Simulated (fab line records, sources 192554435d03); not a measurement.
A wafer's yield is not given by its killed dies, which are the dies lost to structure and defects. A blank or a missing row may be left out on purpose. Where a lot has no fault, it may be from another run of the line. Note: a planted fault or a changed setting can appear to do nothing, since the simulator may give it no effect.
Split-lot trial | flow n5_finfet | 7 lots, 21 wafers read, on a route of 1938 steps

## ABOUT THE SPLIT
At N5_BEOL_M13_ILD_DEP_00 (deposits SiOC from DEMS/O2, target thk 837.92 nm, time 166.4 s), the setting time_s was moved away from the recipe's 166.4 s on 5 of the 21 wafers read, by -7.0% to +9.2%. For the rest of the wafers, this setting stayed at what the recipe calls for.

There is no step in the file separating the split from the reading.

## THE READING
Values of M13_ILD_THK in nm from N5_BEOL_M13_THK_MEAS_01. A value of 837 nm with a standard deviation of 12 nm is what fault-free wafers of this fab line usually give.

wafer  | tool, chamber at the split | time_s as run, s | against the recipe | M13_ILD_THK, nm | against lot-mates on the recipe
L079.4 | pecvd-02, 2,0              | 166.4            | recipe             | 840             | -
L079.5 | pecvd-02, 2,0              | 166.4            | recipe             | 841             | -
L079.6 | pecvd-02, 1                | 166.4            | recipe             | 844             | -
L080.3 | pecvd-02, 2                | 166.4            | recipe             | 827             | -
L080.4 | pecvd-02, 1                | 166.4            | recipe             | 834             | -
L080.5 | pecvd-02, 2                | 166.4            | recipe             | 838             | -
L081.1 | pecvd-04, 2                | 166.4            | recipe             | 841             | -
L081.2 | pecvd-04, 1                | 166.4            | recipe             | 845             | -
L081.4 | pecvd-04, 2                | 166.4            | recipe             | 845             | -
L085.2 | pecvd-04, 0                | 166.4            | recipe             | 841             | -
L085.5 | pecvd-04, 2                | 181.7            | +9.2%              | 927             | +82
L085.6 | pecvd-04, 0                | 166.4            | recipe             | 848             | -
L084.2 | pecvd-02, 0                | 166.4            | recipe             | 835             | -
L084.3 | pecvd-02, 1                | 180.7            | +8.6%              | 901             | +64
L084.5 | pecvd-02, 1                | 166.4            | recipe             | 839             | -
L090.1 | pecvd-04, 1                | 166.4            | recipe             | 836             | -
L090.2 | pecvd-04, 2                | 154.7            | -7.0%              | 767             | -69
L090.5 | pecvd-04, 1                | 154.7            | -7.0%              | 784             | -52
L092.1 | pecvd-02, 2                | 166.4            | recipe             | 823             | -
L092.3 | pecvd-02, 1                | 166.4            | recipe             | 836             | -
L092.5 | pecvd-02, 2                | 159              | -4.4%              | 804             | -26
Where a row lists several chambers, the file gives one row for several wafers and doesn't say which wafer went through which chamber.

FIT RESULTS
A straight line over all 21 wafers: M13_ILD_THK changes by +8.63 nm for each +1% of time_s; r = +0.98; the points scatter about the line by 7.4 nm.
The same after taking each lot's own level away (the mean of its wafers on the recipe; 21 wafers): +8.2 nm for each +1%; r = +0.99; scatter 5.5 nm.
According to that fit, moving time_s by its largest amount changes the reading by 75 nm.
The lots' own levels span 829.5 to 844.5 nm, that is 1.2 times the standard deviation above.
So the lot-to-lot level changes the slope little: the two slopes agree.
Check: +72 nm against its lot-mates is what the line predicts for one of the wafers moved furthest among these (+9.2%) when that wafer is left out of the fit. Against them it came out at +82.5 nm.

## THE WHOLE CHAIN: every reading that the file lists as answering this split, in the file's order
step                    | what it does                                                   | reading                                                                             | change (the file's fit)              | r (the file's)
N5_BEOL_M13_ILD_DEP_00  | deposits SiOC from DEMS/O2, target thk 837.92 nm, time 166.4 s | SiOC_of_BEOL_M13_ILD_DEP_00.thk_nm (the simulator's own value, which no gauge read) | +8.17 nm for each +1% of the setting | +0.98
N5_BEOL_M13_THK_MEAS_01 |                                                                | M13_ILD_THK                                                                         | +8.13 for each +1% of the setting    | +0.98
N5_BEOL_M13_VIA_ETCH_16 | etches SiOC in C4F8/O2/Ar, target depth 921.7 nm               | etch.depth_nm (the simulator's own value, which no gauge read)                      | +8.17 nm for each +1% of the setting | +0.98
N5_BEOL_M13_VIA_ETCH_16 | etches SiOC in C4F8/O2/Ar, target depth 921.7 nm               | coat_of_BEOL_M13_COAT_04.thk_nm (the simulator's own value, which no gauge read)    | -2.35 nm for each +1% of the setting | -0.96
N5_BEOL_M13_STRIP_63    | strips in N2/H2                                                | strip_time_to_endpoint_s                                                            | withheld for each +1% of the setting | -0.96

## FILE'S OWN FIT
M13_ILD_THK changes by +8.13 nm for each +1% of time_s, r = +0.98.
